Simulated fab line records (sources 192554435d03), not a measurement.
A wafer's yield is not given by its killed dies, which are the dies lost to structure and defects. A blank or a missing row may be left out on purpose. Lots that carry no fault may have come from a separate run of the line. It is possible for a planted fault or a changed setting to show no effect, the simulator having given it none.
Split-lot experiment	flow n5_finfet	on a route of 1938 steps: 7 lots, 39 wafers read

SPLIT DETAILS
At N5_FIN_CUT_CUT_ETCH_26 (etches SiNx in CH3F/O2, target depth 39 nm, time 55.7 s), the setting source_w was moved away from the recipe's 395 W on 12 of the 39 wafers read, by -15.7% to +18.0%. This setting was run at the recipe's value on the other wafers.

The split's own step is where the reading is taken.

THE READING
rf_vpp_V, in V, at N5_FIN_CUT_CUT_ETCH_26 (etches SiNx in CH3F/O2, target depth 39 nm, time 55.7 s). On this fab line, fault-free wafers typically give 297 V with a standard deviation of 4.5 V.

wafer	tool, chamber at the split	source_w as run, W	against the recipe	rf_vpp_V, V	against lot-mates on the recipe
L078.1	rie_diel-04, 0	395	recipe	305	-
L078.2	rie_diel-04, 1	333	-15.7%	321	+21
L078.3	rie_diel-04, 3	395	recipe	297	-
L078.4	rie_diel-04, 2	333	-15.7%	325	+25
L078.5	rie_diel-04, 2	333	-15.7%	325	+25
L078.6	rie_diel-04, 1	395	recipe	297	-
L082.1	rie_diel-04, 1	395	recipe	297	-
L082.2	rie_diel-04, 3	395	recipe	296	-
L082.3	rie_diel-04, 2	395	recipe	300	-
L082.4	rie_diel-04, 0	395	recipe	305	-
L082.5	rie_diel-04, 1	395	recipe	297	-
L082.6	rie_diel-04, 0	395	recipe	307	-
L083.1	rie_diel-03, 2	395	recipe	298	-
L083.2	rie_diel-03, 1	395	recipe	293	-
L083.3	rie_diel-03, 0	455.4	+15.3%	282	-14
L083.4	rie_diel-03, 3	455.4	+15.3%	279	-17
L083.5	rie_diel-03, 2	395	recipe	297	-
L083.6	rie_diel-03, 1	455.4	+15.3%	275	-21
L087.1	rie_diel-06, 3	395	recipe	291	-
L087.2	rie_diel-06, 2	439.6	+11.3%	282	-12
L087.3	rie_diel-06, 1	439.6	+11.3%	276	-18
L087.4	rie_diel-06, 0	439.6	+11.3%	286	-8
L087.5	rie_diel-06, 0	395	recipe	301	-
L087.6	rie_diel-06, 1	395	recipe	290	-
L089.1	rie_diel-06, 0	395	recipe	301	-
L089.2	rie_diel-06, 3	395	recipe	291	-
L089.3	rie_diel-06, 1	395	recipe	291	-
L089.4	rie_diel-06, 2	395	recipe	295	-
L089.5	rie_diel-06, 0	395	recipe	301	-
L089.6	rie_diel-06, 3	395	recipe	290	-
L090.1	rie_diel-03, 1	466.1	+18.0%	271	-29
L090.2	rie_diel-03, 0	395	recipe	302	-
L090.3	rie_diel-03, 3	395	recipe	299	-
L090.4	rie_diel-03, 3	395	recipe	298	-
L090.5	rie_diel-03, 1	466.1	+18.0%	271	-29
L090.6	rie_diel-03, 0	466.1	+18.0%	278	-22
L097.2	rie_diel-03, 0	395	recipe	302	-
L097.5	rie_diel-03, 0	395	recipe	301	-
L097.6	rie_diel-03, 3	395	recipe	299	-

THE FIT
A straight line over all 39 wafers: rf_vpp_V changes by -1.44 V for each +1% of source_w; r = -0.94; the points scatter about the line by 4.5 V.
The same after taking each lot's own level away (the mean of its wafers on the recipe; 39 wafers): -1.37 V for each +1%; r = -0.95; scatter 3.9 V.
Per that fit: largest source_w move, reading shift of 25 V.
From 294.0 to 300.7 V: that is the span of the lots' own levels, equal to 1.5 times the standard deviation above.
The two slopes are in agreement: the lot-to-lot level therefore moves the slope only a little.
Check: -23.4 V against its lot-mates is what the line predicts for one of the wafers moved furthest among these (+18.0%) when that wafer is left out of the fit. Against them it came out at -28.7 V.
Tool readings at the split's step, against how far the setting was moved: rf_vpp_V r = -0.94.

ADDITIONAL SPLITS CARRIED BY THESE WAFERS
Before the reading, these wafers also passed through other splits. Each is held against what the fit with the lots' levels taken away leaves over:
other split on the same wafers	wafers away from the commonest value	r with rf_vpp_V (lot level and that fit taken away)
N5_FIN_SAQP_ETCH_34 source_w	15	-0.13

THE FILE'S OWN FIT
rf_vpp_V changes by -1.35 V for each +1% of source_w, r = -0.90.
